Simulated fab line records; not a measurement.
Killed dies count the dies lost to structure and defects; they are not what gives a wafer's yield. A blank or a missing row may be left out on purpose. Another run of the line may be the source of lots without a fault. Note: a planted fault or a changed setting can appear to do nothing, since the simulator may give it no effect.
Chamber matching :: flow nand harc :: pecvd-03 running NHARC_A_STAIRCASE_DEP_259: 3 sister chambers
The step deposits SiON, target thk 30 nm. 3 wafers are shown with their chamber, then 10 later ones without.

WAFERS PAIRED WITH THEIR CHAMBERS
wafer: L089.4
chamber: 0
heater power w (W): 721

wafer: L087.1
chamber: 2
heater power w (W): 738

wafer: L090.5
chamber: 1
heater power w (W): 705

WAFERS MISSING THEIR CHAMBER
wafer: L090.6
heater power w (W): 713

wafer: L091.2
heater power w (W): 747

wafer: L091.4
heater power w (W): 836

wafer: L091.5
heater power w (W): 756

wafer: L094.2
heater power w (W): 831

wafer: L094.4
heater power w (W): 724

wafer: L094.5
heater power w (W): 752

wafer: L097.1
heater power w (W): 754

wafer: L097.2
heater power w (W): 791

wafer: L097.3
heater power w (W): 745

THE CHAMBER EACH PASSED THROUGH
wafer: L090.6
from the rows above: can't be placed: 0 or 1 or 2
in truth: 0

wafer: L091.2
from the rows above: can't be placed: 2 or 0 or 1
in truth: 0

wafer: L091.4
from the rows above: can't be placed: 2 or 0 or 1
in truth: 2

wafer: L091.5
from the rows above: can't be placed: 2 or 0 or 1
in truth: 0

wafer: L094.2
from the rows above: can't be placed: 2 or 0 or 1
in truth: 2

wafer: L094.4
from the rows above: can't be placed: 0 or 2 or 1
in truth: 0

wafer: L094.5
from the rows above: can't be placed: 2 or 0 or 1
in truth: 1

wafer: L097.1
from the rows above: can't be placed: 2 or 0 or 1
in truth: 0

wafer: L097.2
from the rows above: can't be placed: 2 or 0 or 1
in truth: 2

wafer: L097.3
from the rows above: can't be placed: 2 or 0 or 1
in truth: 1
0 of 10 placed correctly. From these rows, 10 cannot be placed; in 10 the true chamber is one of the candidates. Wrongly placed: 0.
How it was worked out, from the rows above alone: a wafer's distance from a chamber is the root of the sum, over the readings, of the square of ((its reading less the chamber's mean) divided by the reading's scatter). If the next closest chamber is less than 2 further off than the closest, the wafer can't be placed; otherwise it belongs to the closest. For every chamber, the mean is computed from those of its wafers that are shown. The scatter: root of mean squared gap, hidden wafer to nearest shown wafer, with one shown wafer a chamber.
